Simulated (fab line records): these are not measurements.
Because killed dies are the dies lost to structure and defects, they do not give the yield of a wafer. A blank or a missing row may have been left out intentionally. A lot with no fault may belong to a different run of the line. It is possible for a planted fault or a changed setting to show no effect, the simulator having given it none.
fab line records	flow n5-finfet	part 1 of 2: steps 1 to 21 of 32
record lots=5	wafers=15	last-day=17
route steps=1938 shown WELL_APT@53 PMOS_HMC_CHANNEL_EPI@57
lots that met no fault: taken from a fault-free run of the same line
start-h: hours from the record's opening day to when the first of the lot's shown wafers began	wait-h: hours from the lot's prior step to this one	" same as the row above	L1.1+2: a single row standing in for several wafers	- no value, or no start was given	* or withheld: withheld	< > ~ a bound
route shown NAME@n: names a module that has steps shown in the file, with the first one's number in the route	usual: the fault-free wafers' mean and standard deviation	same: alike in all rows	chamber/n: place in a boat	sites: the reading at each site	_std_site: how widely they spread, as a standard deviation	_edge_site: inner sites' mean taken away from outer sites' mean	radius-mm: for every site, how far away it sits from the centre of the wafer	mask NAME#n: copy n	behind: tool/chamber where the wafer was last shaped	hold: why the lot was held/for how many hours/how that ended	device: the transistor (n, p or np) that didn't switch	end of line: the route-end tests of the same wafers	a step with no rows: only its recipe	killed: not the wafer's yield, but the dies lost to structure and defects at the first sort	map: shows each die of a wafer: x if killed, . if not, _ if none is there
set.NAME: setting as actually run; set.NAME@STEP: the setting as run at that earlier step	model.NAME: the simulator's own value behind a step, which no gauge read
certain route steps with their lots: each step a table, each wafer a row
services: the hour from which a tool's chamber was out of use, counted from the record's first day as start-h (under 0 if before that day), plus the number of hours and why
## steps
# step N5_WELL_APT_PRECLEAN_39
# recipe chemistry=dHF	time-s=60	dilution=150:1	temp-c=25
# usual bath-heat-duty-pct=6.3/0.81
lot.wafer	tool	chamber	start-h	wait-h	bath-heat-duty-pct
L077.2	wet-bench-01	2	34.30	0.0	5.7
L077.3	"	1	"	"	5.8
L077.4	"	3	"	"	6.7
L081.3	wet-bench-06	5	58.71	0.0	8.0
L081.4	"	6	"	"	5.7
L081.6	"	2	"	"	5.8
L089.2	wet-bench-01	0	106.29	0.0	6.8
L089.3	"	6	"	"	5.4
L089.5	"	1	"	"	5.9
L091.2	wet-bench-01	0	119.03	0.0	5.7
L091.3	"	1	"	"	5.1
L091.6	"	2	"	"	6.7
L092.2	wet-bench-06	3	124.11	0.0	5.9
L092.3	"	7	"	"	5.2
L092.6	"	2	"	"	6.6
# step N5_WELL_APT_SRD_37
# recipe dry=ipa-marangoni	do-ppb=5	time-s=30	temp-c=23	rinse-liquid=diw
# usual bath-heat-duty-pct=3.6/0.56
lot.wafer	tool	chamber	start-h	wait-h	bath-heat-duty-pct
L077.2	wet-bench-01	2	34.32	0.0	4.6
L077.3	"	1	"	"	4.1
L077.4	"	3	"	"	3.8
L081.3	wet-bench-06	5	58.72	0.0	4.6
L081.4	"	6	"	"	4.1
L081.6	"	2	"	"	3.0
L089.2	wet-bench-01	0	106.31	0.0	2.7
L089.3	"	6	"	"	3.6
L089.5	"	1	"	"	4.2
L091.2	wet-bench-01	0	119.05	0.0	4.0
L091.3	"	1	"	"	3.3
L091.6	"	2	"	"	4.1
L092.2	wet-bench-06	3	124.13	0.0	3.3
L092.3	"	7	"	"	3.1
L092.6	"	2	"	"	3.5
# step N5_WELL_APT_EPI_41
# recipe material=Si	target-thk-a=500	temp-c=650	precursor=SiH4/H2	pressure-torr=20	time-s=297.7
# usual susceptor_temp_C_max=651.6/0.7	throttle-valve-pct=10.7/0.45
lot.wafer	tool	chamber	start-h	wait-h	susceptor_temp_C_max	throttle-valve-pct
L077.2	epi-rpcvd-01	0	34.51	0.2	652.4	11.5
L077.3	"	0	"	"	652.5	11.0
L077.4	"	0	"	"	651.9	11.5
L081.3	epi-rpcvd-04	0	59.20	0.5	650.9	10.5
L081.4	"	0	"	"	651.3	10.5
L081.6	"	0	"	"	651.0	10.5
L089.2	epi-rpcvd-01	0	106.54	0.2	651.7	11.2
L089.3	"	0	"	"	652.7	11.2
L089.5	"	0	"	"	651.7	11.1
L091.2	epi-rpcvd-04	0	119.23	0.2	650.9	10.4
L091.3	"	0	"	"	651.2	10.4
L091.6	"	0	"	"	651.2	10.2
L092.2	epi-rpcvd-03	0	124.28	0.1	651.2	10.9
L092.3	"	0	"	"	651.8	11.0
L092.6	"	0	"	"	651.3	11.1
# step N5_WELL_APT_INSPECT_38
# recipe inspect-instrument=darkfield	mode=post-epi
# usual raw-defect-count=13/5.1
lot.wafer	tool	chamber	start-h	wait-h	raw-defect-count
L077.2	defect-inspect-02	-	35.21	0.6	16
L077.3	"	-	"	"	16
L077.4	"	-	"	"	14
L081.3	defect-inspect-02	-	59.65	0.4	7
L081.4	"	-	"	"	12
L081.6	"	-	"	"	10
L089.2	defect-inspect-01	-	107.46	0.7	14
L089.3	"	-	"	"	9
L089.5	"	-	"	"	19
L091.2	defect-inspect-01	-	119.94	0.6	20
L091.3	"	-	"	"	27
L091.6	"	-	"	"	6
L092.2	defect-inspect-01	-	124.81	0.4	15
L092.3	"	-	"	"	15
L092.6	"	-	"	"	11
# step N5_PMOS_HMC_CHANNEL_EPI_HM_DEP_34
# recipe material=SiO2	target-thk-a=360	temp-c=400	precursor=TEOS/O2	pressure-torr=6.5	rf-w=900	teos-flow-sccm=161.4	gas=O2	flow-sccm=2650	time-s=6.9
# usual heater-power-w=546/65	showerhead-plenum-p-Torr=8.363/0.026	throttle-valve-pct=18.8/1.1
lot.wafer	tool	chamber	start-h	wait-h	heater-power-w	showerhead-plenum-p-Torr	throttle-valve-pct
L077.2	pecvd-03	2	35.25	0.0	449	8.356	16.3
L077.3	"	0	"	"	472	8.399	20.3
L077.4	"	0	"	"	478	8.376	20.4
L081.3	pecvd-02	1	59.69	0.0	472	8.377	19.6
L081.4	"	1	"	"	462	8.377	19.5
L081.6	"	0	"	"	613	8.325	19.2
L089.2	pecvd-03	2	107.50	0.0	476	8.353	16.5
L089.3	"	0	"	"	585	8.381	20.6
L089.5	"	2	"	"	481	8.355	16.5
L091.2	pecvd-03	2	119.97	0.0	535	8.347	16.7
L091.3	"	0	"	"	526	8.403	20.6
L091.6	"	0	"	"	544	8.397	20.7
L092.2	pecvd-02	0	124.85	0.0	503	8.328	18.9
L092.3	"	1	"	"	500	8.382	19.8
L092.6	"	1	"	"	495	8.358	19.7
# step N5_PMOS_HMC_CHANNEL_EPI_COAT_31
# recipe resist=BARC	temp-c=205	time-s=60	spin-rpm=1500	resist-thk-nm=66
# usual plate-temp-C=204.97/0.16
lot.wafer	tool	chamber	start-h	wait-h	plate-temp-C
L077.2	litho-track-04	0	35.31	0.0	204.86
L077.3	"	0	"	"	205.16
L077.4	"	0	"	"	205.08
L081.3	litho-track-01	0	59.75	0.0	205.22
L081.4	"	0	"	"	205.08
L081.6	"	0	"	"	204.85
L089.2	litho-track-01	0	107.55	0.0	204.90
L089.3	"	0	"	"	204.97
L089.5	"	0	"	"	204.70
L091.2	litho-track-05	0	120.03	0.0	205.19
L091.3	"	0	"	"	205.03
L091.6	"	0	"	"	205.23
L092.2	litho-track-04	0	124.91	0.0	204.89
L092.3	"	0	"	"	205.03
L092.6	"	0	"	"	204.76
# step N5_PMOS_HMC_CHANNEL_EPI_COAT_03
# recipe resist=CAR-ArF-block	spin-rpm=1500	resist-thk-nm=205
lot.wafer	tool	chamber	start-h	wait-h
L077.2+3+4	litho-track-04	0	-	-
L081.3+4+6	litho-track-01	0	-	-
L089.2+3+5	litho-track-01	0	-	-
L091.2+3+6	litho-track-05	0	-	-
L092.2+3+6	litho-track-04	0	-	-
# step N5_PMOS_HMC_CHANNEL_EPI_EBR_05
# recipe solvent=PGMEA	ebr-width-mm=1.5
lot.wafer	tool	chamber	start-h	wait-h
L077.2+3+4	litho-track-04	0	-	-
L081.3+4+6	litho-track-01	0	-	-
L089.2+3+5	litho-track-01	0	-	-
L091.2+3+6	litho-track-05	0	-	-
L092.2+3+6	litho-track-04	0	-	-
# step N5_PMOS_HMC_CHANNEL_EPI_SOFTBAKE_04
# recipe temp-c=110	time-s=60	resist=CAR-ArF-block
# usual plate-temp-C=109.99/0.14
lot.wafer	tool	chamber	start-h	wait-h	plate-temp-C
L077.2	litho-track-04	0	-	-	109.91
L077.3	"	0	"	"	110.09
L077.4	"	0	"	"	109.97
L081.3	litho-track-01	0	-	-	110.15
L081.4	"	0	"	"	110.13
L081.6	"	0	"	"	110.23
L089.2	litho-track-01	0	-	-	109.93
L089.3	"	0	"	"	109.89
L089.5	"	0	"	"	109.89
L091.2	litho-track-05	0	-	-	109.90
L091.3	"	0	"	"	109.77
L091.6	"	0	"	"	109.75
L092.2	litho-track-04	0	-	-	110.20
L092.3	"	0	"	"	110.05
L092.6	"	0	"	"	110.01
# step N5_PMOS_HMC_CHANNEL_EPI_EXPOSE_06
# recipe mask-id=PMOS_HMC_BLK	na=1.35	source-shape=conventional	sigma-outer=0.8	polarization=unpolarized	target-cd-nm=240	dose-mj=41
lot.wafer	tool	chamber	start-h	wait-h	mask
L077.2+3+4	arfi-scanner-01	0	35.41	-	PMOS_HMC_BLK#0
L081.3+4+6	arfi-scanner-01	0	59.98	-	PMOS_HMC_BLK#0
L089.2+3+5	arfi-scanner-03	0	107.66	-	PMOS_HMC_BLK#0
L091.2+3+6	arfi-scanner-03	0	120.13	-	PMOS_HMC_BLK#0
L092.2+3+6	arfi-scanner-01	0	125.14	-	PMOS_HMC_BLK#0
# step N5_PMOS_HMC_CHANNEL_EPI_PEB_07
# recipe peb-temp-c=110	peb-time-s=60	resist=CAR-ArF-block
# usual plate-temp-C=110.01/0.13
lot.wafer	tool	chamber	start-h	wait-h	plate-temp-C
L077.2	litho-track-01	0	35.46	0.0	109.96
L077.3	"	0	"	"	110.15
L077.4	"	0	"	"	110.05
L081.3	litho-track-05	0	60.03	0.0	109.89
L081.4	"	0	"	"	109.95
L081.6	"	0	"	"	110.07
L089.2	litho-track-01	0	107.71	0.0	109.98
L089.3	"	0	"	"	110.26
L089.5	"	0	"	"	110.14
L091.2	litho-track-01	0	120.19	0.0	109.76
L091.3	"	0	"	"	109.86
L091.6	"	0	"	"	109.95
L092.2	litho-track-04	0	125.19	0.0	110.10
L092.3	"	0	"	"	110.12
L092.6	"	0	"	"	110.06
# step N5_PMOS_HMC_CHANNEL_EPI_DEVELOP_08
# recipe develop-time-s=30	developer=TMAH	resist=CAR-ArF-block	dev-temp-c=23	rinse-liquid=diw	dry=air-spin
lot.wafer	tool	chamber	start-h	wait-h
L077.2+3+4	litho-track-01	0	-	-
L081.3+4+6	litho-track-05	0	-	-
L089.2+3+5	litho-track-01	0	-	-
L091.2+3+6	litho-track-01	0	-	-
L092.2+3+6	litho-track-04	0	-	-
# step N5_PMOS_HMC_CHANNEL_EPI_CD_MEAS_09
# recipe target-cd-nm=237.4	landing-energy-ev=500	detector=se-inlens
# usual cd-nm=237.6/0.87
lot.wafer	tool	chamber	start-h	wait-h	cd-nm
L077.2	cd-sem-01	0	35.53	-	238.9
L077.3	"	0	"	"	238.0
L077.4	"	0	"	"	236.9
L081.3	cd-sem-02	0	60.10	-	239.1
L081.4	"	0	"	"	237.7
L081.6	"	0	"	"	238.2
L089.2	cd-sem-02	0	107.78	-	237.0
L089.3	"	0	"	"	237.5
L089.5	"	0	"	"	236.4
L091.2	cd-sem-01	0	120.25	-	236.0
L091.3	"	0	"	"	237.7
L091.6	"	0	"	"	238.1
L092.2	cd-sem-02	0	125.26	-	238.2
L092.3	"	0	"	"	238.2
L092.6	"	0	"	"	238.5
# step N5_PMOS_HMC_CHANNEL_EPI_OVL_MEAS_10
# recipe points-per-wafer=44
# usual PMOS_HMC_BLK_OVL=-0.1/0.66
lot.wafer	tool	chamber	start-h	wait-h	PMOS_HMC_BLK_OVL[nm]
L077.2	overlay-02	0	35.56	0.0	2.1
L077.3	"	0	"	"	-0.5
L077.4	"	0	"	"	0.5
L081.3	overlay-01	0	60.13	0.0	0.9
L081.4	"	0	"	"	1.0
L081.6	"	0	"	"	0.8
L089.2	overlay-01	0	107.81	0.0	0.7
L089.3	"	0	"	"	0.0
L089.5	"	0	"	"	0.5
L091.2	overlay-01	0	120.28	0.0	0.4
L091.3	"	0	"	"	0.9
L091.6	"	0	"	"	0.1
L092.2	overlay-02	0	125.29	0.0	0.1
L092.3	"	0	"	"	-0.1
L092.6	"	0	"	"	0.4
# step N5_PMOS_HMC_CHANNEL_EPI_INSPECT_11
# recipe mode=adi	inspect-instrument=macro
# usual raw-defect-count=2.4/1.4
lot.wafer	tool	chamber	start-h	wait-h	raw-defect-count
L077.2	defect-inspect-01	-	35.58	0.0	2
L077.3	"	-	"	"	6
L077.4	"	-	"	"	2
L081.3	defect-inspect-01	-	60.15	0.0	4
L081.4	"	-	"	"	2
L081.6	"	-	"	"	2
L089.2	defect-inspect-02	-	107.83	0.0	1
L089.3	"	-	"	"	3
L089.5	"	-	"	"	1
L091.2	defect-inspect-01	-	120.31	0.0	1
L091.3	"	-	"	"	1
L091.6	"	-	"	"	1
L092.2	defect-inspect-02	-	125.31	0.0	2
L092.3	"	-	"	"	1
L092.6	"	-	"	"	0
# step N5_PMOS_HMC_CHANNEL_EPI_DESCUM_14
# recipe chemistry=O2	time-s=7.9	source-power-w=50	bias-power-w=20	pressure-mtorr=20	rf-frequency-hz=2.712e+07	temp-c=40	resist=CAR-ArF-block	o2-flow-sccm=225
# usual drypump-motor-current-A=5.9/0.5	oes-product-au=0.74/0.033	rf-vpp-V=242.8/1.2	showerhead-plenum-p-Torr=2.07/0.059	throttle-valve-pct=20.57/0.18
lot.wafer	tool	chamber	start-h	wait-h	drypump-motor-current-A	oes-product-au	rf-hours-counter-h	rf-vpp-V	showerhead-plenum-p-Torr	throttle-valve-pct
L077.2	rie-diel-04	2	35.68	0.1	5.5	0.80	125	244.3	2.20	20.44
L077.3	"	1	"	"	6.6	0.81	117	242.1	2.02	20.52
L077.4	"	0	"	"	6.1	0.75	138	244.3	2.10	20.51
L081.3	rie-diel-04	2	60.19	0.0	5.5	0.78	133	245.9	2.19	20.45
L081.4	"	3	"	"	5.6	0.72	208	240.9	1.98	20.77
L081.6	"	0	"	"	6.1	0.75	-	243.3	2.10	20.52
L089.2	rie-diel-04	2	107.86	0.0	5.5	0.77	145	243.3	2.19	20.48
L089.3	"	1	"	"	6.6	0.79	137	241.2	2.01	20.57
L089.5	"	1	"	"	6.6	0.79	-	240.5	2.01	20.57
L091.2	rie-diel-05	3	120.34	0.0	5.6	0.73	183	243.8	2.08	20.92
L091.3	"	1	"	"	6.7	0.72	188	244.7	2.07	20.63
L091.6	"	2	"	"	5.5	0.72	-	243.1	2.06	20.34
L092.2	rie-diel-04	2	125.50	0.2	5.5	0.77	151	243.2	2.19	20.49
L092.3	"	3	"	"	5.7	0.71	223	240.3	1.98	20.79
L092.6	"	1	"	"	6.6	0.80	-	241.0	2.01	20.56
# step N5_PMOS_HMC_CHANNEL_EPI_ETCH_32
# recipe chemistry=N2/H2	target=BARC	stop-on=SiO2	target-depth-a=858	over-etch-frac=0.3	time-s=50.3	ion-energy-ev=200	mask-material=CAR-ArF-block	pressure-mtorr=30	source-w=840	bias-w=150	n2-flow-sccm=200	h2-flow-sccm=200
# usual drypump-motor-current-A=5.9/0.49	oes-product-au=0.637/0.026	rf-vpp-V=523.2/2	showerhead-plenum-p-Torr=2.52/0.068	throttle-valve-pct=18.01/0.17
lot.wafer	tool	chamber	start-h	wait-h	drypump-motor-current-A	oes-product-au	rf-hours-counter-h	rf-vpp-V	showerhead-plenum-p-Torr	throttle-valve-pct
L077.2	rie-diel-04	2	35.71	0.0	5.5	0.676	125	526.7	2.66	17.82
L077.3	"	1	"	"	6.6	0.691	117	521.5	2.45	18.03
L077.4	"	0	"	"	6.1	0.645	138	523.9	2.54	17.84
L081.3	rie-diel-04	2	60.22	0.0	5.5	0.674	133	527.1	2.66	17.82
L081.4	"	3	"	"	5.7	0.614	208	520.8	2.41	18.15
L081.6	"	0	"	"	6.1	0.639	-	523.0	2.54	17.85
L089.2	rie-diel-04	2	107.90	0.0	5.5	0.668	145	525.1	2.65	17.86
L089.3	"	1	"	"	6.5	0.674	137	520.9	2.45	18.06
L089.5	"	1	"	"	6.5	0.669	-	521.2	2.45	18.06
L091.2	rie-diel-05	3	120.38	0.0	5.6	0.621	183	524.2	2.53	18.29
L091.3	"	1	"	"	6.7	0.610	188	524.2	2.52	18.07
L091.6	"	2	"	"	5.5	0.608	-	522.4	2.51	17.93
L092.2	rie-diel-04	2	125.53	0.0	5.5	0.662	151	527.4	2.65	17.85
L092.3	"	3	"	"	5.6	0.609	223	519.5	2.40	18.18
L092.6	"	1	"	"	6.6	0.667	-	521.9	2.44	18.09
# step N5_PMOS_HMC_CHANNEL_EPI_HM_OPEN_15
# recipe chemistry=CHF3/O2	target=SiO2	mask-material=CAR-ArF-block	target-depth-a=406	CHF3_flow_sccm=50	O2_flow_sccm=5	Ar_flow_sccm=200	time-s=20.3	pressure-mtorr=30	source-w=650	bias-w=170	ion-energy-ev=200
# usual drypump-motor-current-A=5.9/0.5	oes-product-au=0.74/0.033	rf-vpp-V=524/5.8	showerhead-plenum-p-Torr=2.39/0.061	throttle-valve-pct=19.04/0.18
lot.wafer	tool	chamber	start-h	wait-h	drypump-motor-current-A	oes-product-au	rf-hours-counter-h	rf-vpp-V	showerhead-plenum-p-Torr	throttle-valve-pct
L077.2	rie-diel-04	2	35.75	0.0	5.5	0.79	125	529	2.51	18.87
L077.3	"	1	"	"	6.6	0.81	117	514	2.33	18.94
L077.4	"	0	"	"	6.1	0.76	138	525	2.42	19.01
L081.3	rie-diel-04	2	60.26	0.0	5.5	0.79	133	531	2.51	18.90
L081.4	"	3	"	"	5.7	0.72	208	523	2.30	19.26
L081.6	"	0	"	"	6.1	0.75	-	525	2.42	19.02
L089.2	rie-diel-04	2	107.94	0.0	5.5	0.77	145	528	2.51	18.90
L089.3	"	1	"	"	6.6	0.78	137	512	2.32	18.97
L089.5	"	1	"	"	6.6	0.79	-	512	2.32	18.96
L091.2	rie-diel-05	3	120.42	0.0	5.6	0.72	183	531	2.39	19.36
L091.3	"	1	"	"	6.7	0.72	188	532	2.39	19.10
L091.6	"	2	"	"	5.5	0.70	-	518	2.38	18.84
L092.2	rie-diel-04	2	125.57	0.0	5.5	0.78	151	529	2.50	18.90
L092.3	"	3	"	"	5.6	0.70	223	523	2.29	19.30
L092.6	"	1	"	"	6.6	0.78	-	513	2.32	19.00
# step N5_PMOS_HMC_CHANNEL_EPI_STRIP_33
# recipe chemistry=N2/H2	power-w=500	temp-c=40	pressure-mtorr=50	rf-frequency-hz=6e+07	overash-fraction=0.3	bias-power-w=8	h2-frac=0.5	n2-flow-sccm=300	h2-flow-sccm=300
# usual drypump-motor-current-A=5.9/0.5	oes-product-au=0.75/0.034	rf-vpp-V=54.4/1.7	showerhead-plenum-p-Torr=3.33/0.087	throttle-valve-pct=18.99/0.27
lot.wafer	tool	chamber	start-h	wait-h	drypump-motor-current-A	oes-product-au	rf-hours-counter-h	rf-vpp-V	showerhead-plenum-p-Torr	throttle-valve-pct
L077.2	rie-diel-04	2	35.81	0.0	5.5	0.81	125	57.5	3.51	18.73
L077.3	"	1	"	"	6.6	0.81	117	50.5	3.25	19.28
L077.4	"	0	"	"	6.1	0.75	138	53.2	3.36	18.61
L081.3	rie-diel-04	2	60.32	0.0	5.5	0.78	133	55.2	3.50	18.73
L081.4	"	3	"	"	5.7	0.71	208	55.5	3.19	18.99
L081.6	"	0	"	"	6.1	0.76	-	55.1	3.35	18.62
L089.2	rie-diel-04	2	108.00	0.0	5.5	0.79	145	56.8	3.50	18.76
L089.3	"	1	"	"	6.6	0.80	137	53.1	3.24	19.30
L089.5	"	1	"	"	6.6	0.78	-	54.1	3.24	19.32
L091.2	rie-diel-05	3	120.47	0.0	5.6	0.72	183	57.7	3.34	19.21
L091.3	"	1	"	"	6.7	0.72	188	57.2	3.34	18.99
L091.6	"	2	"	"	5.5	0.72	-	55.2	3.32	19.22
L092.2	rie-diel-04	2	125.63	0.0	5.5	0.79	151	49.9	3.50	18.76
L092.3	"	3	"	"	5.7	0.72	223	51.7	3.18	18.99
L092.6	"	1	"	"	6.6	0.78	-	56.3	3.23	19.35
# step N5_PMOS_HMC_CHANNEL_EPI_STRIP_17
# recipe chemistry=SPM	time-s=750	temp-c=130	h2so4-h2o2-vol-ratio=4	dry=ipa-marangoni
# usual bath-guard-temp-C=129.8/0.63	bath-heat-duty-pct=15.0/1.7
lot.wafer	tool	chamber	start-h	wait-h	bath-guard-temp-C	bath-heat-duty-pct
L077.2	wet-bench-05	7	35.88	-	129.6	13.8
L077.3	"	6	"	"	130.4	13.8
L077.4	"	1	"	"	131.3	15.5
L081.3	wet-bench-02	0	60.38	-	130.0	17.0
L081.4	"	5	"	"	129.2	18.4
L081.6	"	7	"	"	130.0	17.2
L089.2	wet-bench-05	2	108.06	-	129.1	14.7
L089.3	"	5	"	"	129.4	16.6
L089.5	"	3	"	"	129.9	13.6
L091.2	wet-bench-02	4	120.54	-	130.4	14.4
L091.3	"	2	"	"	130.1	15.4
L091.6	"	5	"	"	129.5	17.8
L092.2	wet-bench-05	5	125.70	-	129.4	16.2
L092.3	"	2	"	"	128.9	14.3
L092.6	"	3	"	"	130.1	13.0
# step N5_PMOS_HMC_CHANNEL_EPI_ETCH_38
# recipe chemistry=CF4	target=SiO2	target-depth-a=15	ion-energy-ev=350	pressure-mtorr=10	icp-w=800	bias-w=400	cf4-flow-sccm=80
# usual drypump-motor-current-A=5.7/0.36	oes-product-au=0.988/0.014	throttle-valve-pct=21.76/0.14
lot.wafer	tool	chamber	start-h	wait-h	drypump-motor-current-A	oes-product-au	rf-hours-counter-h	throttle-valve-pct
L077.2	rie-si-03	1	36.11	0.0	6.1	1.018	24	21.98
L077.3	"	2	"	"	6.1	0.991	181	21.84
L077.4	"	0	"	"	6.0	0.989	133	21.79
L081.3	rie-si-04	1	60.62	0.0	5.5	1.000	142	21.86
L081.4	"	3	"	"	6.5	0.989	109	21.58
L081.6	"	2	"	"	5.7	0.969	-	21.78
L089.2	rie-si-04	1	108.30	0.0	5.5	1.007	143	21.87
L089.3	"	0	"	"	5.6	0.980	137	21.78
L089.5	"	2	"	"	5.7	0.971	-	21.76
L091.2	rie-si-04	3	120.78	0.0	6.5	0.998	110	21.60
L091.3	"	2	"	"	5.7	0.968	55	21.80
L091.6	"	2	"	"	5.7	0.980	-	21.77
L092.2	rie-si-06	3	125.93	0.0	5.5	0.990	120	21.94
L092.3	"	1	"	"	6.0	0.968	140	21.58
L092.6	"	0	"	"	5.5	0.977	-	21.56
